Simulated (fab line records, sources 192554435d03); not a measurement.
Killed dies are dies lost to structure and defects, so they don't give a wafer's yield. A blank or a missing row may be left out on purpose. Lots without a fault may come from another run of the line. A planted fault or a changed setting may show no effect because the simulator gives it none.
Split-lot experiment | flow n5_finfet | 7 lots, 21 wafers read, on a route of 1938 steps

THE SPLIT
At N5_DUMMY_GATE_EXPOSE_12 (exposes mask GATE, target cd 25 nm), the setting dose_mj was moved away from the recipe's 34 on 5 of the 21 wafers read, by -4.3% to +6.3%. The other wafers ran this setting at the recipe's value.

FROM THE SPLIT TO THE READING: what the file shows between them, 2 steps
- N5_DUMMY_GATE_PEB_13: peb time 60 s
- N5_DUMMY_GATE_DEVELOP_14: develop time 30 s

THE READING
cd_nm, in nm, at N5_DUMMY_GATE_CD_MEAS_15 (target cd 25.8 nm). Fault-free wafers of this fab line usually give 24.98 nm, standard deviation 0.24 nm.

wafer  | tool, chamber at the split | dose_mj as run | against the recipe | cd_nm, nm | against lot-mates on the recipe
L078.1 | euv_scanner-01, 0          | 34             | recipe             | 25.17     | -
L078.2 | euv_scanner-01, 0          | 34             | recipe             | 24.84     | -
L078.3 | euv_scanner-01, 0          | 36.12          | +6.2%              | 23.98     | -1.03
L079.1 | euv_scanner-01, 0          | 34             | recipe             | 25.48     | -
L079.3 | euv_scanner-01, 0          | 34             | recipe             | 25.17     | -
L079.4 | euv_scanner-01, 0          | 34             | recipe             | 25.08     | -
L081.2 | euv_scanner-01, 0          | 34             | recipe             | 25.03     | -
L081.5 | euv_scanner-01, 0          | 32.55          | -4.3%              | 25.74     | +0.71
L081.6 | euv_scanner-01, 0          | 32.55          | -4.3%              | 25.43     | +0.40
L085.2 | euv_scanner-01, 0          | 34             | recipe             | 25.24     | -
L085.4 | euv_scanner-01, 0          | 34             | recipe             | 25.48     | -
L085.6 | euv_scanner-01, 0          | 34             | recipe             | 25.15     | -
L087.1 | euv_scanner-01, 0          | 34             | recipe             | 24.99     | -
L087.2 | euv_scanner-01, 0          | 34             | recipe             | 24.65     | -
L087.4 | euv_scanner-01, 0          | 34             | recipe             | 24.79     | -
L091.1 | euv_scanner-01, 0          | 34             | recipe             | 25.04     | -
L091.2 | euv_scanner-01, 0          | 36.15          | +6.3%              | 23.72     | -1.32
L091.4 | euv_scanner-01, 0          | 36.15          | +6.3%              | 23.80     | -1.24
L097.1 | euv_scanner-01, 0          | 34             | recipe             | 25.04     | -
L097.2 | euv_scanner-01, 0          | 34             | recipe             | 25.07     | -
L097.4 | euv_scanner-01, 0          | 34             | recipe             | 25.23     | -

THE FIT
A straight line over all 21 wafers: cd_nm changes by -0.177 nm for each +1% of dose_mj; r = -0.91; the points scatter about the line by 0.22 nm.
The same after taking each lot's own level away (the mean of its wafers on the recipe; 21 wafers): -0.174 nm for each +1%; r = -0.95; scatter 0.15 nm.
On that fit, the largest move of dose_mj shifts the reading by 1.1 nm.
The lots' own levels span 24.810 to 25.290 nm, that is 2.0 times the standard deviation above.
So the lot-to-lot level changes the slope little: the two slopes agree.
Check: with one of the wafers moved furthest among these (+6.3%) left out of the fit, the line predicts -1.06 nm for it against its lot-mates. It came out at -1.32 nm against them.

OTHER SPLITS ON THESE WAFERS
These wafers also went through other splits before the reading. Each is held against what the fit with the lots' levels taken away leaves over:
other split on the same wafers        | wafers away from the commonest value | r with cd_nm (lot level and that fit taken away)
N5_ZERO_LAYER_PECVD_02 time_s         | 7                                    | -0.21
N5_WELL_APT_EXPOSE_22 dose_mj         | 7                                    | -0.16
N5_WELL_APT_PEB_23 peb_temp_c         | 4                                    | -0.34
N5_FIN_SAQP_PECVD_47 time_s           | 10                                   | -0.57
N5_FIN_SAQP_PEB_14 peb_time_s         | 10                                   | -0.36
N5_FIN_SAQP_SPACER1_ALD_24 ald_cycles | 5                                    | +0.05

THE WHOLE CHAIN: every reading that the file lists as answering this split, in the file's order
step                     | what it does                             | reading                                                           | change (the file's fit)               | r (the file's)
N5_DUMMY_GATE_CD_MEAS_15 | target cd 25.8 nm                        | cd_nm                                                             | -0.174 nm for each +1% of the setting | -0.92
N5_DUMMY_GATE_TRIM_49    | chemistry O2, time 29 s, target cd 14 nm | DUMMY_GATE.cd_nm (the simulator's own value, which no gauge read) | -0.171 nm for each +1% of the setting | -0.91

THE FILE'S OWN FIT
cd_nm changes by -0.174 nm for each +1% of dose_mj, r = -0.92.
